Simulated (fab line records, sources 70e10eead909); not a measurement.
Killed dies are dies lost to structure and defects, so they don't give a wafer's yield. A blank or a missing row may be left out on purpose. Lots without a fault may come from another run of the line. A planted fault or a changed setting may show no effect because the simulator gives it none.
Which tool did it? | flow nand_harc | 6 lots, 17 wafers sampled, at 1 step of a route of 1159

WHAT THE GAUGES READ, wafer by wafer
NHARC_A_CONTACT_CD_MEAS_08: target cd 100 nm.
lot  | measured     | on        | cd_nm (nm)
L718 | day 19 00:19 | cd_sem-01 | 100.7 100.8 101.1
L723 | day 21 14:19 | cd_sem-03 | 100.1 100.7 100.2
L721 | day 22 07:02 | cd_sem-01 | 100.6 100.0
L731 | day 22 21:25 | cd_sem-02 | 100.2 100.8 100.0
L735 | day 24 00:20 | cd_sem-03 | 100.2 100.3 99.6
L737 | day 24 05:28 | cd_sem-01 | 99.8 99.3 100.0

WHICH TOOL RAN EACH LOT (tool, then ch and the chambers of the sampled wafers, then the start)
The record holds no process step before these readings.

THE ANSWER, worked out from the rows above alone
Rule: what is usual is taken from the lots themselves. Put in order of their means at a reading, lots are off if they are a third of the lots or fewer, leave a main group of 4 or more, and stand apart from it by a gap of 3 or more times the standard deviation of the main group's means; of several such gaps the widest counts. A main group whose means are all the same, to the digits that the tables above print for the reading, isn't used. A lot without any number at a reading at which 4 lots or more have one is off too. The other lots that the step has rows for count as sound.
No lot is off at any reading shown: from this, nothing can be told.

WHAT THE SIMULATOR HAD PUT IN
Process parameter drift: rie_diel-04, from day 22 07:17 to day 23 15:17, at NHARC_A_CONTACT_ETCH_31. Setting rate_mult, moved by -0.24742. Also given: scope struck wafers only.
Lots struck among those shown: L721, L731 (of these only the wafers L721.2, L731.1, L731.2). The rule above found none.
